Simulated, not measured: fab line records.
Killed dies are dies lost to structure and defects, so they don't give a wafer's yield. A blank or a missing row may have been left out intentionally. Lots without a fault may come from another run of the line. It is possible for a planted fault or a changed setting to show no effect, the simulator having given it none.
fab line records	flow nand-harc
record lots=12	wafers=36	last-day=24
route steps=1159 shown P_GATE@150 END@1159
lots untouched by any fault: they come from a run of this same line in which no faults occurred
start-h: the number of hours between the record's first day and the start of the first shown wafer of the lot	wait-h: hours elapsed since this lot's preceding step	" repeats the value in the row above	L1.1+2: a row that stands for several wafers	- no value, or no start was given	* or withheld: withheld	< > ~ a bound
route shown NAME@n: names a module that has steps shown in the file, with the first one's number in the route	usual: mean/standard deviation taken from wafers without a fault	same: alike in all rows	chamber/n: place in a boat	sites: each site's reading	_std_site: their standard deviation	_edge_site: inner sites' mean taken away from outer sites' mean	radius-mm: how far each site lies from the wafer's centre	mask NAME#n: copy n	behind: the tool/chamber that last shaped the wafer	hold: what put the lot on hold/how long, in hours/how the hold closed	device: which transistor (n, p or np) failed to switch	end of line: at the end of the route, the tests of the same wafers	a step with no rows: only its recipe	killed: dies lost to structure and defects at the first sort, not the wafer's yield	map: a wafer's dies, marking killed ones x, the rest . and places with no die _
set.NAME: setting as actually run; set.NAME@STEP: the setting as run at that earlier step	model.NAME: the simulator's own value behind a step, which no gauge read
steps of the route over a sample of lots; a table a step, a row a wafer
services: from which hour (start-h, from the record's first day; less than 0 if before it) a tool's chamber was out of use, for how many hours, and why
## steps
# step NHARC_P_GATE_STRIP_108
# recipe o2-flow-sccm=500	ar-flow-sccm=0	bias-w=0	chemistry=O2
# usual chamber-pressure-mTorr=60.00/0.058	drypump-motor-current-A=5.5/0.32	oes-product-au=0.998/0.0091	rf-vpp-V=57.7/0.89	showerhead-plenum-p-Torr=3.56/0.14	throttle-valve-pct=17.037/0.0086
lot.wafer	tool	chamber	start-h	wait-h	chamber-pressure-mTorr	drypump-motor-current-A	oes-product-au	rf-hours-counter-h	rf-vpp-V	showerhead-plenum-p-Torr	throttle-valve-pct
L504.3	rie-diel-11	2	88.10	-	59.99	5.8	0.994	7	59.2	3.72	17.028
L504.4	"	0	"	"	60.10	5.6	0.996	6	58.2	3.30	17.032
L504.6	"	2	"	"	59.97	5.8	0.999	-	56.7	3.72	17.052
L505.3	rie-diel-01	2	102.33	-	60.01	5.7	0.988	47	58.2	3.65	17.055
L505.5	"	2	"	"	59.89	5.7	0.994	-	57.2	3.65	17.023
L505.6	"	3	"	"	59.95	5.0	0.985	-	57.2	3.68	17.045
L508.1	rie-diel-11	2	119.23	-	59.94	5.9	0.995	17	57.2	3.72	17.038
L508.5	"	0	"	"	60.01	5.6	0.982	-	59.3	3.30	17.036
L508.6	"	1	"	"	60.02	5.0	1.002	-	57.6	3.66	17.026
L509.4	rie-diel-09	0	129.54	-	59.98	4.9	1.005	12	57.8	3.49	17.042
L509.3	"	2	"	"	59.94	5.6	1.003	16	57.9	3.41	17.029
L509.2	"	3	"	"	60.10	6.0	1.005	13	58.2	3.66	17.032
L511.1	rie-diel-11	1	138.04	-	60.02	5.0	1.010	19	56.4	3.66	17.036
L511.4	"	3	"	"	60.00	5.6	0.986	21	57.7	3.46	17.029
L511.5	"	0	"	"	60.02	5.6	0.990	-	57.9	3.29	17.032
L512.3	rie-diel-11	2	147.31	-	59.92	5.9	1.012	22	58.3	3.72	17.046
L512.1	"	3	"	"	60.00	5.7	1.003	23	57.7	3.46	17.033
L512.5	"	0	"	"	59.97	5.6	0.992	-	57.5	3.29	17.043
L513.4	rie-diel-09	3	147.35	-	60.10	6.0	0.997	22	58.7	3.65	17.043
L513.3	"	0	"	"	59.97	4.9	1.009	21	58.0	3.48	17.015
L513.2	"	1	"	"	60.01	5.6	0.991	25	57.4	3.56	17.039
L516.1	rie-diel-09	3	170.04	-	60.04	6.1	0.991	31	56.8	3.65	17.038
L516.4	"	0	"	"	59.98	4.9	1.007	31	57.0	3.48	17.049
L516.2	"	2	"	"	59.88	5.6	1.000	34	59.4	3.40	17.049
L514.2	rie-diel-11	0	170.43	-	60.00	5.6	0.995	26	57.5	3.29	17.038
L514.3	"	1	"	"	60.02	5.1	1.008	25	59.1	3.66	17.040
L514.5	"	1	"	"	59.91	5.0	0.990	-	56.3	3.66	17.031
L523.2	rie-diel-01	0	210.62	-	60.03	5.5	1.011	24	57.4	3.55	17.033
L523.1	"	1	"	"	60.07	5.6	0.992	20	58.0	3.80	17.034
L523.5	"	0	"	"	60.07	5.4	0.997	-	57.7	3.55	17.038
L524.3	rie-diel-11	2	216.49	-	59.98	5.9	0.996	2	58.1	3.71	17.044
L524.5	"	0	"	"	60.05	5.6	0.990	-	57.8	3.29	17.031
L524.6	"	1	"	"	59.99	5.0	1.010	-	59.6	3.65	17.035
L526.3	rie-diel-11	3	225.38	-	60.00	5.6	0.987	3	57.0	3.46	17.034
L526.4	"	2	"	"	60.03	5.9	0.999	3	55.7	3.71	17.059
L526.5	"	3	"	"	59.94	5.7	0.991	-	58.7	3.46	17.046
# step NHARC_P_GATE_ALD_36
# recipe target-thk-a=200	pulse-time-s=60	ald-cycles=223	temp-c=400	material=SiNx
# usual heater-power-outer-w=511/69	heater-power-w=832/98	precursor-pulse-height-rel=1.000/0.02
lot.wafer	tool	chamber	start-h	wait-h	heater-power-outer-w	heater-power-w	precursor-pulse-height-rel
L504.3	ald-sin-02	1	88.74	-	515	882	0.991
L504.4	"	3	90.86	-	648	983	1.011
L504.6	"	1	92.97	-	519	874	0.999
L505.3	ald-sin-01	1	104.01	-	451	717	1.012
L505.5	"	0	107.15	-	435	730	0.995
L505.6	"	1	108.19	-	450	726	1.016
L508.1	ald-sin-03	2	120.90	-	525	889	1.003
L508.5	"	1	124.09	-	589	926	0.975
L508.6	"	2	125.16	-	528	895	1.018
L509.4	ald-sin-02	1	131.21	-	492	782	1.002
L509.2	"	2	132.25	-	518	785	0.971
L509.3	"	3	133.28	-	651	991	1.013
L511.4	ald-sin-01	2	138.67	-	574	992	0.981
L511.1	"	0	140.79	-	433	722	1.031
L511.5	"	2	142.90	-	578	998	1.025
L512.1	ald-sin-02	2	148.96	-	510	805	1.033
L512.3	"	0	151.05	-	386	692	1.005
L512.5	"	2	153.14	-	510	796	1.005
L513.3	ald-sin-03	0	149.04	-	529	800	1.022
L513.4	"	1	150.09	-	602	902	0.990
L513.2	"	2	151.14	-	527	905	1.000
L514.3	ald-sin-03	3	171.08	-	480	773	1.000
L514.2	"	1	173.18	-	606	901	1.022
L514.5	"	0	176.33	-	527	807	0.990
L516.4	ald-sin-02	1	171.75	-	482	815	0.993
L516.2	"	2	172.81	-	516	787	1.027
L516.1	"	3	173.86	-	627	1007	1.007
L523.1	ald-sin-01	0	213.37	-	422	682	0.971
L523.2	"	1	214.42	-	447	709	1.003
L523.5	"	3	216.52	-	540	879	0.984
L524.3	ald-sin-03	0	220.30	-	528	817	0.992
L524.5	"	1	221.37	-	599	924	0.994
L524.6	"	2	222.43	-	530	910	0.991
L526.4	ald-sin-01	0	226.01	-	432	690	1.055
L526.3	"	2	228.13	-	598	987	0.985
L526.5	"	0	230.25	-	432	697	0.968
# step NHARC_P_GATE_EXPOSE_56
# recipe na=0.6	target-cd-nm=720	dose-mj=14.81	mask-id=P_PSD
lot.wafer	tool	chamber	start-h	wait-h	mask
L504.3+4+6	krf-scanner-03	0	100.90	-	P_PSD#0
L505.3+5+6	krf-scanner-02	0	115.05	-	P_PSD#0
L508.1+5+6	krf-scanner-03	0	131.93	-	P_PSD#0
L509.2+3+4	krf-scanner-03	0	142.71	-	P_PSD#0
L511.1+4+5	krf-scanner-04	0	151.17	-	P_PSD#0
L512.1+3+5	krf-scanner-02	0	159.99	-	P_PSD#0
L513.2+3+4	krf-scanner-04	0	160.17	-	P_NSD#0
L516.1+2+4	krf-scanner-04	0	182.63	-	P_PSD#0
L514.2+3+5	krf-scanner-04	0	183.30	-	P_PSD#0
L523.1+2+5	krf-scanner-03	0	223.35	-	P_PSD#0
L524.3+5+6	krf-scanner-04	0	229.44	-	P_PSD#0
L526.3+4+5	krf-scanner-03	0	238.44	-	P_PSD#0
# step NHARC_P_GATE_CD_MEAS_59
# recipe target-cd-nm=720	landing-energy-ev=500
# usual cd-nm=719.3/2.6
lot.wafer	tool	chamber	start-h	wait-h	cd-nm
L504.3	cd-sem-01	0	101.05	-	720.1
L504.4	"	0	"	"	721.4
L504.6	"	0	"	"	721.7
L505.3	cd-sem-03	0	115.20	-	716.1
L505.5	"	0	"	"	719.7
L505.6	"	0	"	"	718.4
L508.1	cd-sem-01	0	132.08	-	720.3
L508.5	"	0	"	"	719.0
L508.6	"	0	"	"	721.4
L509.2	cd-sem-02	0	142.87	-	716.1
L509.3	"	0	"	"	718.0
L509.4	"	0	"	"	718.3
L511.1	cd-sem-02	0	151.34	-	720.4
L511.4	"	0	"	"	723.0
L511.5	"	0	"	"	721.9
L512.1	cd-sem-02	0	160.15	-	725.3
L512.3	"	0	"	"	721.2
L512.5	"	0	"	"	723.5
L513.2	cd-sem-03	0	160.32	-	-
L513.3	"	0	"	"	-
L513.4	"	0	"	"	-
L516.1	cd-sem-01	0	182.79	-	720.5
L516.2	"	0	"	"	719.1
L516.4	"	0	"	"	721.3
L514.2	cd-sem-02	0	183.45	-	720.0
L514.3	"	0	"	"	718.7
L514.5	"	0	"	"	718.0
L523.1	cd-sem-02	0	223.52	-	720.1
L523.2	"	0	"	"	723.3
L523.5	"	0	"	"	720.1
L524.3	cd-sem-03	0	229.59	-	716.7
L524.5	"	0	"	"	719.7
L524.6	"	0	"	"	714.1
L526.3	cd-sem-03	0	238.59	-	720.2
L526.4	"	0	"	"	720.2
L526.5	"	0	"	"	719.6
# step NHARC_P_GATE_STRIP_76
# recipe power-w=1500	temp-c=250	chemistry=O2
# usual drypump-motor-current-A=5.58/0.16	heater-power-w=326/34
lot.wafer	tool	chamber	start-h	wait-h	drypump-motor-current-A	heater-power-w	rf-hours-counter-h
L504.4	plasma-asher-02	0	101.86	0.2	5.31	331	-
L504.3	"	1	"	"	5.76	333	-
L504.6	"	1	"	"	5.75	333	-
L505.3	plasma-asher-01	1	116.02	0.1	5.62	278	-
L505.5	"	0	"	"	5.61	369	-
L505.6	"	1	"	"	5.65	272	-
L508.1	plasma-asher-02	1	132.88	0.2	5.74	329	41
L508.6	"	1	"	"	5.74	349	-
L508.5	"	0	"	"	5.29	331	-
L509.2	plasma-asher-02	1	143.69	0.2	5.72	329	45
L509.3	"	0	"	"	5.29	334	-
L509.4	"	1	"	"	5.74	336	-
L511.1	plasma-asher-02	0	152.16	0.2	5.28	329	49
L511.4	"	0	"	"	5.28	333	-
L511.5	"	0	"	"	5.29	330	-
L512.1	plasma-asher-02	1	160.96	0.2	5.75	338	52
L512.3	"	1	"	"	5.73	333	-
L512.5	"	1	"	"	5.73	343	-
L513.2	plasma-asher-01	0	161.15	0.2	5.62	353	15
L513.4	"	1	"	"	5.66	274	-
L513.3	"	0	"	"	5.64	354	-
L516.2	plasma-asher-01	1	183.58	0.2	5.65	275	23
L516.1	"	0	"	"	5.61	358	23
L516.4	"	1	"	"	5.66	269	-
L514.2	plasma-asher-01	0	184.38	0.2	5.62	353	23
L514.3	"	1	"	"	5.64	285	-
L514.5	"	0	"	"	5.62	373	-
L523.1	plasma-asher-02	1	224.31	0.2	5.72	347	11
L523.2	"	0	"	"	5.30	331	11
L523.5	"	1	"	"	5.72	345	-
L524.3	plasma-asher-01	1	230.44	0.2	5.65	280	-
L524.6	"	1	"	"	5.63	275	-
L524.5	"	0	"	"	5.62	361	-
L526.3	plasma-asher-01	1	239.42	0.2	5.64	273	-
L526.4	"	0	"	"	5.63	364	-
L526.5	"	1	"	"	5.66	273	-
# step NHARC_END_SORT_01
# recipe temp-c=25
# usual killed-at-array=29/13	killed-at-other=0.7/1	killed-at-periphery=3.2/2.3	killed-dies=33/13	killed-open=3.3/1.7	killed-short=2.0/1.5
# same gross-dies=677
lot.wafer	tool	chamber	start-h	wait-h	killed-at-array	killed-at-other	killed-at-periphery	killed-dies	killed-open	killed-short
L513.2	prober-01	0	506.48	2.8	30	2	645	677	3	3
L513.3	prober-01	0	507.29	3.1	21	1	655	677	1	2
L513.4	prober-01	0	508.09	3.4	28	0	649	677	4	0
# killed by level:class
L513.2 P_GATE:area-expose=637 A_STAIRCASE:chamber-film-flake=7 A_CHANNEL_HOLE_D1:chamber-film-flake=4 A_WL_FILL:chamber-film-flake=4 A_BLC:chamber-film-flake=4 P_ZERO_WELL:chamber-film-flake=3 P_CONTACT:chamber-film-flake=3 A_BONDPAD:chamber-film-flake=3
L513.3 P_GATE:area-expose=650 A_BONDPAD:chamber-film-flake=7 A_CHANNEL_HOLE_D1:chamber-film-flake=3 P_ZERO_WELL:chamber-film-flake=3 A_STAIRCASE:chamber-film-flake=3 A_BLC:chamber-film-flake=3 P_M1:chamber-film-flake=2 A_SOURCE_PLATE:geometric-particle:short=1
L513.4 P_GATE:area-expose=643 A_BONDPAD:chamber-film-flake=9 A_STAIRCASE:chamber-film-flake=4 A_CONTACT:chamber-film-flake=4 P_ZERO_WELL:chamber-film-flake=3 A_CHANNEL_HOLE_D1:chamber-film-flake=3 A_WL_FILL:chamber-film-flake=3 P_M1:chamber-film-flake=2
## services
tool	chamber	start-h	hours	kind
rie-diel-09	-	77.10	9.0	pm
rie-diel-01	3	83.96	3.6	repair
plasma-asher-01	-	99.00	9.0	pm
ald-sin-03	-	102.00	10.0	pm
rie-diel-09	-	119.29	0.2	repair
krf-scanner-04	-	126.00	4.0	pm
rie-diel-01	-	137.80	9.0	pm
ald-sin-02	-	142.07	2.6	repair
rie-diel-01	3	154.38	7.7	repair
rie-diel-11	2	161.62	1.9	repair
krf-scanner-02	-	162.39	0.4	repair
ald-sin-03	2	163.19	5.2	repair
krf-scanner-03	-	167.72	0.5	repair
krf-scanner-03	-	168.24	4.0	pm
plasma-asher-02	-	176.39	3.4	repair
krf-scanner-03	-	181.39	6.7	repair
rie-diel-01	1	181.49	8.8	repair
plasma-asher-02	-	183.06	9.0	pm
ald-sin-01	3	186.83	12.8	repair
rie-diel-11	-	190.06	9.0	pm
ald-sin-01	1	206.97	2.8	repair
rie-diel-11	3	226.09	2.5	repair
rie-diel-11	2	226.40	2.0	repair
rie-diel-11	0	229.34	2.6	repair
## key
first-sign step=NHARC_P_GATE_EXPOSE_56	reading=mask	direction=changed
effect step=NHARC_P_GATE_CD_MEAS_59	reading=cd-nm	direction=missing
effect step=NHARC_END_SORT_01	reading=killed-at-periphery	direction=up	sigmas=99+	usual=3.2	struck=649.7
more-kills-born-at NHARC_P_GATE_EXPOSE_56@krf-scanner-04=1930
met-at NHARC_P_GATE_EXPOSE_56
struck-lots L513
later-rows-left-out L513.2,L513.3,L513.4
tester-left-out L513
not-acting-at NHARC_P_GATE_STRIP_108,NHARC_P_GATE_ALD_36,NHARC_P_GATE_STRIP_76
onset-between 151.17 160.17
fault kind=wrong-mask	tool=any	chamber=-	onset-h=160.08	steps=NHARC_P_GATE_EXPOSE_56	aux-copy=P_NSD#0	scope=struck-lots-only
# tester-left-out: of these lots the tester's yield and bins aren't shown, on N5 and GAA mostly nor the transistor test; their killed dies are dies lost to structure and defects alone, not to doping, threshold or leakage, so they don't give the yield
# later-rows-left-out: the simulator's readings of these wafers behind a module that went badly wrong aren't trusted and aren't shown, but for the sort
